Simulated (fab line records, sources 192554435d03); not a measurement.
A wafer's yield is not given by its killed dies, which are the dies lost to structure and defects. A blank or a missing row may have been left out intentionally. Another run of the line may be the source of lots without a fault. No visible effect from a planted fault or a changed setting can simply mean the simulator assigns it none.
Matching of chambers    flow n5 finfet    N5_STI_FIN_REVEAL_ALD_00 on ald sin-04: 4 sister chambers
The step deposits SiO2, target thk 1 nm, pulse time 1 s. 8 wafers are shown with their chamber, then 7 later ones without.

## WAFERS, EACH WITH ITS CHAMBER
wafer   chamber  heater power w (W)  precursor pulse height rel
L075.4  1        506                 1.010
L075.6  3        432                 0.985
L078.3  2        528                 0.995
L084.1  1        503                 0.995
L084.4  2        514                 1.016
L084.6  0        410                 0.979
L090.1  3        439                 1.005
L090.3  0        411                 1.027

## WAFERS WITH NO CHAMBER GIVEN
wafer   heater power w (W)  precursor pulse height rel
L090.6  510                 1.009
L094.3  406                 1.021
L094.4  520                 0.999
L094.6  512                 1.007
L097.2  407                 0.998
L097.3  514                 1.027
L097.5  503                 0.985

## THE CHAMBER EACH PASSED THROUGH
wafer   from the rows above      in truth
L090.6  can't be placed: 1 or 2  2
L094.3  0                        0
L094.4  2                        2
L094.6  can't be placed: 1 or 2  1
L097.2  0                        0
L097.3  can't be placed: 2 or 1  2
L097.5  1                        1
Correct placement for 4 of the 7. From these rows, 3 cannot be placed; in 3 the true chamber is one of the candidates. Placed wrongly: 0.
How it was worked out, from the rows above alone: a wafer's distance from a chamber is the root of the sum, over the readings, of the square of ((its reading less the chamber's mean) divided by the reading's scatter). The wafer belongs to the nearest chamber; if the next one is less than 2 further off, it can't be placed. For every chamber, the mean is computed from those of its wafers that are shown. The scatter: take each reading less its chamber's mean, square it, sum over the shown wafers, divide by the number of wafers less the number of chambers, and take the root.
